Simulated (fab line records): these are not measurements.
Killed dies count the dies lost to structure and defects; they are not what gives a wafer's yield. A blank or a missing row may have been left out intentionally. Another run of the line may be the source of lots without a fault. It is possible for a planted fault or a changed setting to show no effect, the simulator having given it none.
Comparing a struck lot with a sound one	flow n5Finfet	24 out of 1938 route steps
Sound: wafers L738.1, L738.4, L738.5. Wafers struck: L744.2, L744.4, L744.6. The cause comes at the end.
At each step with rows: each side's tool, then ch and its chambers, then its first start. Under that, the readings that differ: sound wafers	struck wafers	difference of the means	sigmas: that difference in standard deviations of wafers without a fault.
alike: readings whose means differ by less than 2 such deviations, and words and numbers that are the same on both sides. not compared: withheld readings, readings that some wafer has no value for, bounds like >300 that may hide the same value, and numbers for which the record gives no deviation and whose values overlap.
The two part at a step that has a row with sigmas, a row that says differs or no value, or rows on one side only. Numbers that have no deviation but don't overlap get no sigmas and don't part them. Lack of a reading on every wafer of one side parts them only where that side has two or more wafers.

first, 1 step without rows for these wafers: N5_BEOL_M0_SAQP_COAT_105 (time 60 s, resist thk 100 nm).
N5_BEOL_M0_SAQP_ETCH_106: etches SOC in N2/H2, stops on SiNx, target depth 150 nm.
  sound on rieDiel-05 ch 2,3, day 8 20:37; struck on rieDiel-05 ch 0,2,3, day 10 20:25
  alike: chamberPressureMTorr, drypumpMotorCurrentA, oesProductAu, rfVppV, showerheadPlenumPTorr, throttleValvePct
  not compared: rfHoursCounterH
then, 2 steps without rows for these wafers: N5_BEOL_M0_SAQP_ETCH_107 (etches SiNx in CH3F/O2, target depth 30 nm); N5_BEOL_M0_SAQP_STRIP_108 (strips in N2/H2).
N5_BEOL_M0_SAQP_RECESS_109: chemistry HF/NH3, target SiO2, target depth 3 nm, afs cycles 1, sublimation time 60 s.
  sound on vaporEtch-02 ch 1, day 8 20:47; struck on vaporEtch-02 ch 0,1, day 10 20:39
reading	sound	struck	difference	sigmas
drypumpMotorCurrentA (A)	5.38 5.37 5.38	6.00 6.03 5.36	+0.42	+3
N5_BEOL_M0_SAQP_SPACER2_ALD_26: deposits SiO2, target thk 15 nm, pulse time 1 s, purge time 2 s.
  sound on aldSin-02 ch 0,2,3, day 8 21:25; struck on aldSin-04 ch 0,1, day 10 20:47
  alike: heaterPowerW, precursorPulseHeightRel
  not compared: sinceWetCleanH
N5_BEOL_M0_SAQP_SPACER2_ETCHBACK_27: etches SiO2 in CHF3/O2, target depth 22.5 nm, time 11.25 s.
  sound on rieDiel-02 ch 0,1,2, day 8 22:07; struck on rieDiel-05 ch 0,2,3, day 10 21:20
  alike: CHF3_flow_sccm, chamberPressureMTorr, drypumpMotorCurrentA, oesProductAu, rfVppV, showerheadPlenumPTorr, throttleValvePct
  not compared: rfHoursCounterH
then, 1 step without rows for these wafers: N5_BEOL_M0_SAQP_MANDREL2_REMOVE_110 (chemistry HBr/Cl2/O2, target a-Si, stops on SiCN, bt time 10 s).
N5_BEOL_M0_SAQP_CD_MEAS_29: the cd target is 14.4 nm.
  sound on cdSem-03 ch 0, day 8 22:19; struck on cdSem-02 ch 0, day 10 21:32
  alike: cdNm
then, 3 steps without rows for these wafers: N5_BEOL_M0_SAQP_COAT_69 (time 60 s, resist thk 90 nm); N5_BEOL_M0_SAQP_COAT_72 (time 60 s, resist thk 15 nm); N5_BEOL_M0_SAQP_COAT_87 (time 60 s, resist thk 5 nm).
N5_BEOL_M0_SAQP_COAT_34: resist thk 30 nm.
  sound on lithoTrack-02 ch 0, day 8 22:22; struck on lithoTrack-02 ch 0, day 10 21:35
reading	sound	struck	difference	sigmas
spinSpeedRpm (rpm)	1500.4 1502.4 1501.6	1670.0 1670.6 1669.4	+168.5	+99 or more
model.CAR-EUV_of_BEOL_M0_SAQP_COAT_34.thkNm (nm)	30 30 30	28.4 28.4 28.4	-1.6	
  alike: chillPlateTempC
then, 5 steps without rows for these wafers: N5_BEOL_M0_SAQP_EBR_36; N5_BEOL_M0_SAQP_SOFTBAKE_35 (time 60 s); N5_BEOL_M0_SAQP_EXPOSE_37 (exposes mask M0 CUT1, target cd 30 nm); N5_BEOL_M0_SAQP_PEB_38 (peb time 60 s); N5_BEOL_M0_SAQP_DEVELOP_39 (develop time 30 s).
N5_BEOL_M0_SAQP_CD_MEAS_40: the cd target is 30 nm.
  sound on cdSem-02 ch 0, day 8 22:38; struck on cdSem-02 ch 0, day 10 21:51
  alike: cdNm
N5_BEOL_M0_SAQP_OVL_MEAS_41:
  sound on overlay-02 ch 0, day 8 22:40; struck on overlay-02 ch 0, day 10 21:53
  alike: M0_CUT1_OVL
N5_BEOL_M0_SAQP_INSPECT_42: inspects for defects (brightfield).
  sound on defectInspect-01, day 8 22:43; struck on defectInspect-02, day 10 21:56
  alike: rawDefectCount
N5_BEOL_M0_SAQP_DESCUM_45: chemistry O2, time 7 s.
  sound on rieDiel-02 ch 0,2,3, day 8 22:45; struck on rieDiel-01 ch 1,2, day 10 21:58
reading	sound	struck	difference	sigmas
model.CAR-EUV_of_BEOL_M0_SAQP_COAT_34.thkNm (nm)	26 26 26	24.6 24.6 24.6	-1.4	
  alike: chamberPressureMTorr, drypumpMotorCurrentA, oesProductAu, rfVppV, showerheadPlenumPTorr, throttleValvePct
  not compared: rfHoursCounterH
N5_BEOL_M0_SAQP_ETCH_88: etches underlayer in N2/H2, target depth 6.5 nm, time 5.2 s.
  sound on rieDiel-02 ch 0,2,3, day 8 22:47; struck on rieDiel-01 ch 1,2, day 10 22:00
  alike: chamberPressureMTorr, drypumpMotorCurrentA, etchRfOnTimeS, oesProductAu, rfVppV, showerheadPlenumPTorr, throttleValvePct
  not compared: rfHoursCounterH
next, for these wafers, 1 step has no rows: N5_PASSIVATION_PROBE_49.

WHERE THEY PART
First at N5_BEOL_M0_SAQP_RECESS_109; last, within this record, at N5_BEOL_M0_SAQP_COAT_34. Later steps at which nothing parts them and some readings are alike: N5_BEOL_M0_SAQP_CD_MEAS_40, N5_BEOL_M0_SAQP_OVL_MEAS_41, N5_BEOL_M0_SAQP_INSPECT_42, N5_BEOL_M0_SAQP_DESCUM_45, N5_BEOL_M0_SAQP_ETCH_88.

WHY: whatever the simulator had introduced
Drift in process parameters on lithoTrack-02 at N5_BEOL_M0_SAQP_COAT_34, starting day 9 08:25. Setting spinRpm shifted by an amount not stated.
